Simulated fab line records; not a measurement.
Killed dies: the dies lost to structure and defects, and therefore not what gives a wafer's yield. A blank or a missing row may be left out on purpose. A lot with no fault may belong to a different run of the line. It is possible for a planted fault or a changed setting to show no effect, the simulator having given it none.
A struck lot beside a sound one :: flow n5 finfet :: 34 out of 1938 route steps
Sound: wafers L900.2, L900.3, L900.6. Struck: wafer L903.6. (L903.4 of the same lot was not struck and is left out.) The cause comes at the end.
Each step with rows lists, per side, the tool, then ch with its chambers, then its first start. Under that, the readings that differ: sound wafers :: struck wafers :: difference of the means :: sigmas: that difference in standard deviations of wafers without a fault.
alike: a reading whose means differ by less than 2 such deviations, as well as words and numbers matching on both sides. not compared: withheld readings; readings where some wafer has no value; bounds like >300 that might hide an equal value; numbers whose values overlap and for which the record gives no deviation.
The two part at a step that has a row with sigmas, a row that says differs or no value, or rows on one side only. Numbers that have no deviation but don't overlap get no sigmas and don't part them. A reading missing from all wafers of one side parts the sides only when that side holds two or more wafers.

first, 8 steps without rows for these wafers: N5_BEOL_M5_CMP_52 (polishes, stops on SiCOH lowk, t overpolish 6.9 s, target thk 62 nm); N5_BEOL_M5_PRE_CLEAN_77 (time 15 s); N5_BEOL_M5_CO_CAP_78 (material Co, precursor CCTBA/H2, target thk 2 nm, time 102.1 s); N5_BEOL_M5_PRE_CLEAN_55 (time 15 s); N5_BEOL_M5_DEP_56 (deposits SiCN from 3MS/NH3, target thk 8 nm, time 14 s); N5_BEOL_M6_ILD_DEP_00 (deposits SiCOH lowk from DEMS/porogen, target thk 179.75 nm, time 33.4 s); N5_BEOL_M6_CURE_74 (cures SiCOH lowk, time 240 s); N5_BEOL_M6_PECVD_70 (deposits SiO2 from TEOS/O2, target thk 20 nm, time 22.7 s).
N5_BEOL_M6_HM_DEP_02: deposits TiN, target thk 20 nm.
  struck on pvd sputter-01, day 10 09:52; sound on pvd sputter-01, day 9 04:19
reading: model.TiN_of_BEOL_M6_HM_DEP_02.thk nm (nm)
sound: 20.2 20.2 20.4
struck: 11.2
difference: -9.1
sigmas: 
  alike: throttle valve pct
then, 13 steps without rows for these wafers: N5_BEOL_M6_COAT_59 (time 60 s, resist thk 100 nm); N5_BEOL_M6_COAT_60 (time 60 s, resist thk 35 nm); N5_BEOL_M6_COAT_05 (resist thk 90 nm); N5_BEOL_M6_EBR_07; N5_BEOL_M6_SOFTBAKE_06 (time 60 s); N5_BEOL_M6_EXPOSE_08 (exposes mask M6); N5_BEOL_M6_PEB_09 (peb time 60 s); N5_BEOL_M6_DEVELOP_10 (develop time 30 s); N5_BEOL_M6_DESCUM_16 (chemistry O2, time 7.9 s); N5_BEOL_M6_ETCH_61 (etches SiARC in CF4, target depth 45.5 nm, time 75.8 s); N5_BEOL_M6_ETCH_62 (etches SOC in N2/H2, target depth 110 nm, overetch 22 nm, time 165 s); N5_BEOL_M6_STRIP_68 (strips in N2/H2); N5_BEOL_M6_STRIP_67 (strips in CF4).
N5_BEOL_M6_HM_OPEN_17: chemistry Cl2/BCl3, target TiN, target depth 20 nm, overetch 6 nm.
  sound on rie metal-02 ch 0,1, day 9 05:11; struck on rie metal-03 ch 0, day 10 10:51
reading: oes product au (a.u.)
sound: 0.70 0.83 0.71
struck: 0.44
difference: -0.31
sigmas: -4

reading: model.etch.depth nm (nm)
sound: 20.19 20.14 20.31
struck: 11.11
difference: -9.10
sigmas: 
  alike: bias w, drypump motor current A, throttle valve pct
  not compared: rf hours counter h
then, 10 steps without rows for these wafers: N5_BEOL_M6_STRIP_19 (strips in O2); N5_BEOL_M6_COAT_63 (time 60 s, resist thk 60 nm); N5_BEOL_M6_COAT_64 (time 60 s, resist thk 12 nm); N5_BEOL_M6_COAT_71 (time 60 s, resist thk 5 nm); N5_BEOL_M6_COAT_22 (resist thk 30 nm); N5_BEOL_M6_EBR_24; N5_BEOL_M6_SOFTBAKE_23 (time 60 s); N5_BEOL_M6_EXPOSE_25 (exposes mask V5, target cd 40 nm); N5_BEOL_M6_PEB_26 (peb time 60 s); N5_BEOL_M6_DEVELOP_27 (develop time 30 s).
N5_BEOL_M6_TRENCH_ETCH_37: etches SiCOH lowk in C4F6/O2, target depth 94.435 nm, time 31.5 s.
  sound: rie diel-02 ch 1,2,3; struck: rie diel-05 ch 3
reading: model.TiN_of_BEOL_M6_HM_DEP_02.thk nm (nm)
sound: 17.6 17.6 17.8
struck: 8.4
difference: -9.3
sigmas: 
  alike: bias w, drypump motor current A, oes product au, rf vpp V, showerhead plenum p Torr, throttle valve pct
  not compared: rf hours counter h

== WHERE THEY PART ==
N5_BEOL_M6_HM_OPEN_17 only, going by this record. Later steps at which nothing parts them and some readings are alike: N5_BEOL_M6_TRENCH_ETCH_37.

WHY: whatever the simulator had introduced
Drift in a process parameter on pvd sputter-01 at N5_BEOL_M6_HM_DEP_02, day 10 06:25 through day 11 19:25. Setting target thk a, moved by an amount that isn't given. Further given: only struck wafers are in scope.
